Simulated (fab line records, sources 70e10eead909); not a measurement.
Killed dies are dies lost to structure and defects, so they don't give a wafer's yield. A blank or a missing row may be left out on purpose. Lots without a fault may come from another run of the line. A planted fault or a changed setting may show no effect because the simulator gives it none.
fab line records | flow nand_harc
record lots=12 wafers=36 last_day=24
route steps=1159 shown A_CONTACT@908 END@1159
lots that met no fault: from a run of the same line without faults
start_h: hours from the record's first day to the start of the lot's first wafer shown | wait_h: hours since the lot's step before | " the same as in the row above | L1.1+2: a row that stands for several wafers | - no value, or no start given | * or withheld: withheld | < > ~ a bound
route shown NAME@n: a module of which the file shows steps, and the number in the route of the first | usual: mean/standard deviation of fault-free wafers | same: alike in all rows | chamber/n: place in a boat | sites: the reading at each site | _std_site: their standard deviation | _edge_site: outer sites' mean less inner sites' | radius_mm: how far each site lies from the wafer's centre | mask NAME#n: copy n | behind: the tool/chamber that last shaped the wafer | hold: why the lot was held/for how many hours/how that ended | device: the transistor (n, p or np) that didn't switch | end of line: the same wafers' tests at the end of the route | a step without rows: its recipe alone | killed: dies lost to structure and defects at the first sort, not the wafer's yield | map: a wafer's dies, x killed, . not, _ none there
set.NAME: the setting as run; set.NAME@STEP: as run at that earlier step | model.NAME: the simulator's own value behind a step, which no gauge read
steps of the route over a sample of lots; a table a step, a row a wafer
services: from which hour (start_h, from the record's first day; less than 0 if before it) a tool's chamber was out of use, for how many hours, and why
## steps
# step NHARC_A_CONTACT_ETCH_128
# recipe source_w=withheld pressure_mtorr=20 bias_v=1200 time_s=155 target_depth_a=9560 ar_flow_sccm=withheld c4f8_flow_sccm=withheld o2_flow_sccm=withheld chemistry=C4F8/O2/Ar
# columns lot.wafer tool chamber start_h wait_h rf_hours_counter_h
L749.2 har_cap_etch-01 1 388.81 0.1 62
L749.3 " 0 " " -
L749.5 " 0 " " -
L748.2 har_cap_etch-02 0 390.98 0.1 12
L748.3 " 0 " " -
L748.5 " 0 " " -
L745.2 har_cap_etch-03 0 392.51 0.1 81
L745.1 " 1 " " 81
L745.5 " 1 " " -
L750.3 har_cap_etch-01 1 394.74 0.1 -
L750.4 " 0 " " -
L750.5 " 1 " " -
L752.1 har_cap_etch-02 0 413.44 0.1 16
L752.6 " 1 " " -
L752.5 " 0 " " -
L753.2 har_cap_etch-02 0 426.60 0.1 18
L753.4 " 1 " " -
L753.6 " 1 " " -
L756.1 har_cap_etch-03 0 442.73 0.1 89
L756.3 " 0 " " -
L756.6 " 0 " " -
L755.2 har_cap_etch-02 0 443.01 0.1 20
L755.1 " 1 " " 20
L755.3 " 1 " " -
L759.1 har_cap_etch-01 1 459.60 0.1 74
L759.3 " 1 " " -
L759.5 " 0 " " -
L758.4 har_cap_etch-01 1 467.24 0.1 -
L758.6 " 0 " " -
L758.5 " 1 " " -
L763.4 har_cap_etch-03 0 489.55 0.1 -
L763.3 " 1 " " -
L763.5 " 0 " " -
L767.3 har_cap_etch-03 1 504.00 0.1 -
L767.4 " 0 " " -
L767.6 " 0 " " -
# step NHARC_A_CONTACT_ETCH_106
# recipe target_depth_a=600 overetch_a=60 time_s=33 ion_energy_ev=100 cf4_flow_sccm=80 o2_flow_sccm=20 ar_flow_sccm=0 rf_w=300 bias_w=100 chemistry=CF4/O2
# usual drypump_motor_current_A=5.8/0.38 oes_product_au=0.999/0.01 rf_vpp_V=197.5/1.4 showerhead_plenum_p_Torr=1.32/0.052 throttle_valve_pct=13.397/0.0091
# columns lot.wafer tool chamber start_h wait_h drypump_motor_current_A oes_product_au rf_hours_counter_h rf_vpp_V showerhead_plenum_p_Torr throttle_valve_pct
L749.3 rie_diel-11 1 390.96 0.1 6.1 1.000 59 197.8 1.31 13.396
L749.2 " 2 " " 6.0 1.001 59 198.6 1.34 13.395
L749.5 " 1 " " 6.1 1.003 - 196.5 1.31 13.393
L748.3 rie_diel-10 2 392.85 0.1 5.2 0.993 12 198.2 1.36 13.400
L748.2 " 3 " " 5.6 1.000 13 197.9 1.35 13.392
L748.5 " 0 " " 5.8 0.991 - 196.5 1.32 13.401
L745.1 rie_diel-08 0 394.46 0.1 5.8 0.995 21 198.7 1.32 13.387
L745.2 " 2 " " 5.8 0.999 22 196.4 1.24 13.383
L745.5 " 2 " " 5.8 0.994 - 195.3 1.24 13.382
L750.4 rie_diel-11 1 396.63 0.1 6.1 0.999 61 198.3 1.31 13.388
L750.3 " 2 " " 6.1 1.001 62 197.3 1.34 13.394
L750.5 " 2 " " 6.1 1.004 - 195.9 1.34 13.400
L752.1 rie_diel-10 2 415.30 0.1 5.2 0.990 19 197.1 1.36 13.403
L752.6 " 3 " " 5.7 0.981 - 197.3 1.35 13.414
L752.5 " 0 " " 5.7 0.994 - 197.1 1.32 13.395
L753.2 rie_diel-10 2 428.37 0.0 5.2 0.990 21 197.6 1.36 13.394
L753.4 " 1 " " 5.2 0.981 19 196.5 1.26 13.387
L753.6 " 2 " " 5.2 0.994 - 198.9 1.36 13.406
L756.1 rie_diel-08 0 444.55 0.0 5.7 0.998 31 197.9 1.32 13.389
L756.3 " 2 " " 5.8 0.988 31 195.9 1.24 13.398
L756.6 " 1 " " 6.5 1.012 - 198.1 1.40 13.408
L755.2 rie_diel-11 2 444.97 0.1 6.1 0.990 13 197.3 1.33 13.403
L755.3 " 3 " " 6.5 0.997 10 199.5 1.35 13.404
L755.1 " 0 " " 6.1 1.017 12 198.6 1.44 13.400
L759.1 rie_diel-11 0 461.88 0.3 6.1 1.006 20 200.5 1.44 13.412
L759.3 " 2 " " 6.0 1.000 19 198.0 1.33 13.397
L759.5 " 0 " " 6.1 1.006 - 198.7 1.44 13.397
L758.4 rie_diel-08 0 469.20 0.2 5.8 1.004 37 195.7 1.32 13.406
L758.6 " 2 " " 5.8 0.989 - 194.6 1.24 13.404
L758.5 " 3 " " 5.5 1.013 - 197.5 1.32 13.387
L763.4 rie_diel-10 3 491.29 0.1 5.7 1.003 46 196.6 1.34 13.416
L763.3 " 2 " " 5.2 0.990 47 197.8 1.35 13.408
L763.5 " 0 " " 5.7 0.999 - 194.6 1.32 13.384
L767.3 rie_diel-08 0 506.51 0.1 5.8 1.003 2 197.8 1.32 13.396
L767.4 " 2 " " 5.8 0.994 3 195.5 1.24 13.386
L767.6 " 1 " " 6.5 1.012 - 200.3 1.40 13.390
# step NHARC_A_CONTACT_EXPOSE_05
# recipe na=1.35 sigma_outer=0.8 dose_mj=84.24 mask_id=A_CC
# usual exposure_dose_mJ_cm2=84.19/0.079
# columns lot.wafer tool chamber start_h wait_h mask exposure_dose_mJ_cm2
L749.2 arfi_scanner-02 0 393.47 - A_CC#0 84.12
L749.3 " 0 " " A_CC#0 84.18
L749.5 " 0 " " A_CC#0 84.14
L748.2 arfi_scanner-03 0 396.12 - A_CC#0 84.22
L748.3 " 0 " " A_CC#0 84.27
L748.5 " 0 " " A_CC#0 84.22
L745.1 arfi_scanner-01 0 397.01 - A_CC#0 84.16
L745.2 " 0 " " A_CC#0 84.10
L745.5 " 0 " " A_CC#0 84.08
L750.3 arfi_scanner-02 0 399.20 - A_CC#0 84.18
L750.4 " 0 " " A_CC#0 84.23
L750.5 " 0 " " A_CC#0 84.21
L752.1 arfi_scanner-03 0 417.78 - A_CC#0 84.20
L752.5 " 0 " " A_CC#0 84.23
L752.6 " 0 " " A_CC#0 84.11
L753.2 arfi_scanner-03 0 430.81 - A_CC#0 84.33
L753.4 " 0 " " A_CC#0 84.26
L753.6 " 0 " " A_CC#0 84.25
L756.1 arfi_scanner-03 0 447.09 - A_CC#0 84.24
L756.3 " 0 " " A_CC#0 84.12
L756.6 " 0 " " A_CC#0 84.16
L755.1 arfi_scanner-02 0 448.36 - A_CC#0 84.21
L755.2 " 0 " " A_CC#0 84.13
L755.3 " 0 " " A_CC#0 84.21
L759.1 arfi_scanner-01 0 465.36 - A_CC#0 84.13
L759.3 " 0 " " A_CC#0 84.11
L759.5 " 0 " " A_CC#0 84.21
L758.4 arfi_scanner-03 0 471.71 - A_CC#0 110.21
L758.5 " 0 " " A_CC#0 110.20
L758.6 " 0 " " A_CC#0 110.17
L763.3 arfi_scanner-03 0 493.81 - A_CC#0 105.03
L763.4 " 0 " " A_CC#0 105.02
L763.5 " 0 " " A_CC#0 105.02
L767.3 arfi_scanner-02 0 508.87 - A_CC#0 84.40
L767.4 " 0 " " A_CC#0 84.33
L767.6 " 0 " " A_CC#0 84.35
# step NHARC_A_CONTACT_CD_MEAS_08
# recipe target_cd_nm=100 landing_energy_ev=500
# usual cd_nm=99.9/0.66
# columns lot.wafer tool chamber start_h wait_h cd_nm
L749.2 cd_sem-01 0 393.61 - 100.1
L749.3 " 0 " " 100.3
L749.5 " 0 " " 100.5
L748.2 cd_sem-02 0 396.27 - 101.0
L748.3 " 0 " " 101.4
L748.5 " 0 " " 101.6
L745.1 cd_sem-03 0 397.15 - 99.9
L745.2 " 0 " " 99.7
L745.5 " 0 " " 99.1
L750.3 cd_sem-02 0 399.33 - 99.7
L750.4 " 0 " " 99.3
L750.5 " 0 " " 98.9
L752.1 cd_sem-01 0 417.92 - 100.5
L752.5 " 0 " " 100.9
L752.6 " 0 " " 100.7
L753.2 cd_sem-03 0 430.94 - 99.4
L753.4 " 0 " " 98.9
L753.6 " 0 " " 98.7
L756.1 cd_sem-02 0 447.24 - 100.3
L756.3 " 0 " " 100.2
L756.6 " 0 " " 100.4
L755.1 cd_sem-02 0 448.50 - 99.7
L755.2 " 0 " " 100.2
L755.3 " 0 " " 100.4
L759.1 cd_sem-03 0 465.50 - 100.1
L759.3 " 0 " " 100.0
L759.5 " 0 " " 100.4
L758.4 cd_sem-03 0 471.85 - 121.1
L758.5 " 0 " " 120.3
L758.6 " 0 " " 120.8
L763.3 cd_sem-02 0 493.94 - 117.8
L763.4 " 0 " " 117.3
L763.5 " 0 " " 117.0
L767.3 cd_sem-02 0 509.01 - 100.2
L767.4 " 0 " " 99.6
L767.6 " 0 " " 100.1
# step NHARC_A_CONTACT_OVL_MEAS_09
# usual overlay_x_nm=0.0/0.7 overlay_y_nm=-0.2/0.94
# columns lot.wafer tool chamber start_h wait_h overlay_x_nm overlay_y_nm
L749.2 overlay-02 - 393.70 - -1.6 -0.5
L749.3 " - " " -1.3 -0.3
L749.5 " - " " -1.5 -0.7
L748.2 overlay-02 - 396.36 - -0.6 -1.4
L748.3 " - " " -0.4 -1.1
L748.5 " - " " -0.5 -1.5
L745.1 overlay-02 - 397.24 - 1.0 -0.1
L745.2 " - " " 0.5 -0.2
L745.5 " - " " 0.5 -0.8
L750.3 overlay-01 - 399.41 - -1.3 0.6
L750.4 " - " " -0.7 0.9
L750.5 " - " " -1.1 1.1
L752.1 overlay-01 - 418.00 - 0.4 -2.0
L752.5 " - " " 0.2 -1.5
L752.6 " - " " -0.3 -2.3
L753.2 overlay-02 - 431.03 - -1.8 -1.0
L753.4 " - " " -1.5 -0.8
L753.6 " - " " -1.3 -0.7
L756.1 overlay-01 - 447.33 - 0.9 -0.9
L756.3 " - " " 1.4 -0.1
L756.6 " - " " 1.1 -0.7
L755.1 overlay-02 - 448.59 - 0.3 0.6
L755.2 " - " " 0.3 0.7
L755.3 " - " " 0.4 0.8
L759.1 overlay-02 - 465.59 - -0.9 0.8
L759.3 " - " " -0.1 0.9
L759.5 " - " " -0.3 1.4
L758.4 overlay-01 - 471.94 - 0.8 -0.2
L758.5 " - " " 1.3 0.3
L758.6 " - " " 0.8 0.1
L763.3 overlay-02 - 494.03 - -0.2 0.3
L763.4 " - " " -0.1 1.1
L763.5 " - " " 0.2 0.2
L767.3 overlay-02 - 509.09 - 1.0 -1.7
L767.4 " - " " 1.2 -1.2
L767.6 " - " " 1.0 -0.9
# step NHARC_END_SORT_01
# recipe temp_c=25
# usual killed_at_array=29/11 killed_at_other=0.6/0.75 killed_at_periphery=3.1/2.1 killed_dies=32/11 killed_open=3.0/1.8 killed_short=1.8/1.3
# same gross_dies=677
# columns lot.wafer tool chamber start_h wait_h killed_at_array killed_at_other killed_at_periphery killed_dies killed_open killed_short
L756.1 prober-01 0 498.51 2.5 27 0 0 27 1 1
L756.3 prober-01 0 500.12 3.1 31 0 2 33 3 0
L756.6 prober-01 0 502.54 4.0 26 1 0 27 0 1
# killed by level:class
L756.1 A_SLIT:chamber_film_flake=15 A_CHANNEL_HOLE_D1:chamber_film_flake=6 A_CONTACT:chamber_film_flake=3 A_WL_FILL:geometric_particle:short=1 A_M1:geometric_particle:open=1 A_STAIRCASE:chamber_film_flake=1
L756.3 A_SLIT:chamber_film_flake=16 A_CONTACT:chamber_film_flake=6 A_CHANNEL_HOLE_D1:chamber_film_flake=4 A_STAIRCASE:chamber_film_flake=3 A_M0:geometric_particle:open=2 P_CONTACT:geometric_particle:open=1 P_BONDPAD:chamber_film_flake=1
L756.6 A_SLIT:chamber_film_flake=11 A_CONTACT:chamber_film_flake=6 A_CHANNEL_HOLE_D1:chamber_film_flake=5 A_M1:geometric_particle:short=1 A_ZERO_WELL:chamber_film_flake=1 A_CHANNEL_FILL_D1:chamber_film_flake=1 A_STAIRCASE:chamber_film_flake=1 THIN_TSV:chamber_film_flake=1
## services
# columns tool chamber start_h hours kind
arfi_scanner-01 - 371.74 4.0 pm
rie_diel-11 0 377.64 - clean
rie_diel-11 1 377.64 - clean
rie_diel-11 2 377.64 - clean
rie_diel-11 3 377.64 - clean
rie_diel-08 0 384.39 - clean
rie_diel-08 1 384.39 - clean
rie_diel-08 2 384.39 - clean
rie_diel-08 3 384.39 - clean
arfi_scanner-02 0 385.20 - calibration
rie_diel-10 0 387.81 - clean
rie_diel-10 1 387.81 - clean
rie_diel-10 2 387.81 - clean
rie_diel-11 - 398.65 9.0 pm
arfi_scanner-03 0 422.40 - calibration
arfi_scanner-02 - 428.00 4.0 pm
rie_diel-11 3 429.84 5.1 repair
arfi_scanner-03 - 431.22 0.5 repair
har_cap_etch-02 - 456.92 4.9 repair
arfi_scanner-03 - 461.45 1.1 repair
rie_diel-10 3 468.39 1.6 repair
arfi_scanner-01 - 470.53 1.2 repair
rie_diel-08 - 478.82 9.0 pm
arfi_scanner-03 - 484.00 4.0 pm
## key
first_sign step=NHARC_A_CONTACT_EXPOSE_05 reading=exposure_dose_mJ_cm2 direction=up sigmas=99+ usual=84.19 struck=107.61
effect step=NHARC_A_CONTACT_CD_MEAS_08 reading=cd_nm direction=up sigmas=29 usual=99.9 struck=119.1 through=control_loop
met_at NHARC_A_CONTACT_EXPOSE_05
struck_lots L758,L763
tester_left_out L758,L763
loop_trim step=NHARC_A_CONTACT_EXPOSE_05 setting=dose lots=L763
not_acting_at NHARC_A_CONTACT_ETCH_128,NHARC_A_CONTACT_ETCH_106,NHARC_A_CONTACT_OVL_MEAS_09
onset_between 447.09 471.71
fault kind=process_parameter_drift tool=arfi_scanner-03 chamber=- onset_h=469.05 steps=NHARC_A_CONTACT_EXPOSE_05 channel=dose_mj offset=26.03 shape=step acts_in=these_recipes_only stated=84.24
# tester_left_out: of these lots the tester's yield and bins aren't shown, on N5 and GAA mostly nor the transistor test; their killed dies are dies lost to structure and defects alone, not to doping, threshold or leakage, so they don't give the yield
# loop_trim: a control loop set the setting to another value than it would have without faults
